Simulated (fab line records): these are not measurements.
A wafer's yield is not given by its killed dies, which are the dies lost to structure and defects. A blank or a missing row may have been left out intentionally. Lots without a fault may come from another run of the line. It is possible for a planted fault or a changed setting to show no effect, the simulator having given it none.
Matching of chambers || flow n5_finfet || rie_diel-05 running N5_BEOL_M11_DESCUM_16: 4 sister chambers
The step chemistry O2, time 7.9 s. 16 wafers are shown with their chamber, then 8 later ones without.

## EACH WAFER AND ITS CHAMBER
{"wafer": "L077.3", "chamber": 0, "drypump_motor_current_A (A)": 5.5, "throttle_valve_pct (%)": 20.68, "oes_product_au (a.u.)": 0.73}
{"wafer": "L077.5", "chamber": 1, "drypump_motor_current_A (A)": 6.1, "throttle_valve_pct (%)": 20.06, "oes_product_au (a.u.)": 0.69}
{"wafer": "L077.6", "chamber": 0, "drypump_motor_current_A (A)": 5.5, "throttle_valve_pct (%)": 20.69, "oes_product_au (a.u.)": 0.73}
{"wafer": "L078.1", "chamber": 0, "drypump_motor_current_A (A)": 5.6, "throttle_valve_pct (%)": 20.68, "oes_product_au (a.u.)": 0.74}
{"wafer": "L078.2", "chamber": 2, "drypump_motor_current_A (A)": 5.6, "throttle_valve_pct (%)": 20.37, "oes_product_au (a.u.)": 0.96}
{"wafer": "L078.5", "chamber": 1, "drypump_motor_current_A (A)": 6.1, "throttle_valve_pct (%)": 20.06, "oes_product_au (a.u.)": 0.69}
{"wafer": "L086.1", "chamber": 2, "drypump_motor_current_A (A)": 5.6, "throttle_valve_pct (%)": 20.39, "oes_product_au (a.u.)": 0.92}
{"wafer": "L086.3", "chamber": 1, "drypump_motor_current_A (A)": 6.1, "throttle_valve_pct (%)": 19.72, "oes_product_au (a.u.)": 1.01}
{"wafer": "L086.5", "chamber": 1, "drypump_motor_current_A (A)": 6.1, "throttle_valve_pct (%)": 19.75, "oes_product_au (a.u.)": 1.01}
{"wafer": "L088.1", "chamber": 1, "drypump_motor_current_A (A)": 6.1, "throttle_valve_pct (%)": 19.74, "oes_product_au (a.u.)": 1.00}
{"wafer": "L088.3", "chamber": 0, "drypump_motor_current_A (A)": 5.5, "throttle_valve_pct (%)": 20.72, "oes_product_au (a.u.)": 0.72}
{"wafer": "L088.4", "chamber": 2, "drypump_motor_current_A (A)": 5.6, "throttle_valve_pct (%)": 20.41, "oes_product_au (a.u.)": 0.91}
{"wafer": "L087.1", "chamber": 3, "drypump_motor_current_A (A)": 5.8, "throttle_valve_pct (%)": 20.64, "oes_product_au (a.u.)": 0.69}
{"wafer": "L087.4", "chamber": 2, "drypump_motor_current_A (A)": 5.6, "throttle_valve_pct (%)": 20.38, "oes_product_au (a.u.)": 0.93}
{"wafer": "L087.5", "chamber": 2, "drypump_motor_current_A (A)": 5.6, "throttle_valve_pct (%)": 20.40, "oes_product_au (a.u.)": 0.92}
{"wafer": "L089.1", "chamber": 0, "drypump_motor_current_A (A)": 5.5, "throttle_valve_pct (%)": 20.70, "oes_product_au (a.u.)": 0.72}

SIGNATURES (means of the wafers above)
{"reading": "drypump_motor_current_A", "chamber 0": 5.520, "chamber 1": 6.100, "chamber 2": 5.600, "chamber 3": 5.800, "scatter within a chamber": 0.0258}
{"reading": "throttle_valve_pct", "chamber 0": 20.6940, "chamber 1": 19.8660, "chamber 2": 20.3900, "chamber 3": 20.6400, "scatter within a chamber": 0.103}
{"reading": "oes_product_au", "chamber 0": 0.7280, "chamber 1": 0.8800, "chamber 2": 0.9280, "chamber 3": 0.6900, "scatter within a chamber": 0.101}
Rule: distance of a wafer from a chamber = root of the sum over the readings of ((wafer's reading minus chamber's mean) / reading's scatter) squared. The wafer belongs to the nearest chamber; if the next one is less than 2 further off, it can't be placed. The scatter: the root of (the sum of the squares of (reading less its chamber's mean) over the shown wafers, divided by (wafers less chambers)).

## WAFERS MISSING THEIR CHAMBER
{"wafer": "L089.4", "drypump_motor_current_A (A)": 6.1, "throttle_valve_pct (%)": 19.76, "oes_product_au (a.u.)": 0.96}
{"wafer": "L089.5", "drypump_motor_current_A (A)": 5.8, "throttle_valve_pct (%)": 20.65, "oes_product_au (a.u.)": 0.69}
{"wafer": "L093.1", "drypump_motor_current_A (A)": 5.5, "throttle_valve_pct (%)": 20.73, "oes_product_au (a.u.)": 0.71}
{"wafer": "L093.3", "drypump_motor_current_A (A)": 5.6, "throttle_valve_pct (%)": 20.40, "oes_product_au (a.u.)": 0.90}
{"wafer": "L093.6", "drypump_motor_current_A (A)": 5.6, "throttle_valve_pct (%)": 20.40, "oes_product_au (a.u.)": 0.89}
{"wafer": "L096.1", "drypump_motor_current_A (A)": 5.6, "throttle_valve_pct (%)": 20.42, "oes_product_au (a.u.)": 0.89}
{"wafer": "L096.3", "drypump_motor_current_A (A)": 6.1, "throttle_valve_pct (%)": 19.77, "oes_product_au (a.u.)": 0.92}
{"wafer": "L096.5", "drypump_motor_current_A (A)": 6.1, "throttle_valve_pct (%)": 19.75, "oes_product_au (a.u.)": 0.92}

## EACH ONE'S CHAMBER
{"wafer": "L089.4", "from the rows above": 1, "in truth": 1}
{"wafer": "L089.5", "from the rows above": 3, "in truth": 3}
{"wafer": "L093.1", "from the rows above": 0, "in truth": 0}
{"wafer": "L093.3", "from the rows above": 2, "in truth": 2}
{"wafer": "L093.6", "from the rows above": 2, "in truth": 2}
{"wafer": "L096.1", "from the rows above": 2, "in truth": 2}
{"wafer": "L096.3", "from the rows above": 1, "in truth": 1}
{"wafer": "L096.5", "from the rows above": 1, "in truth": 1}
Correctly placed: 8 of 8. From these rows, 0 cannot be placed. Wrongly placed: 0.
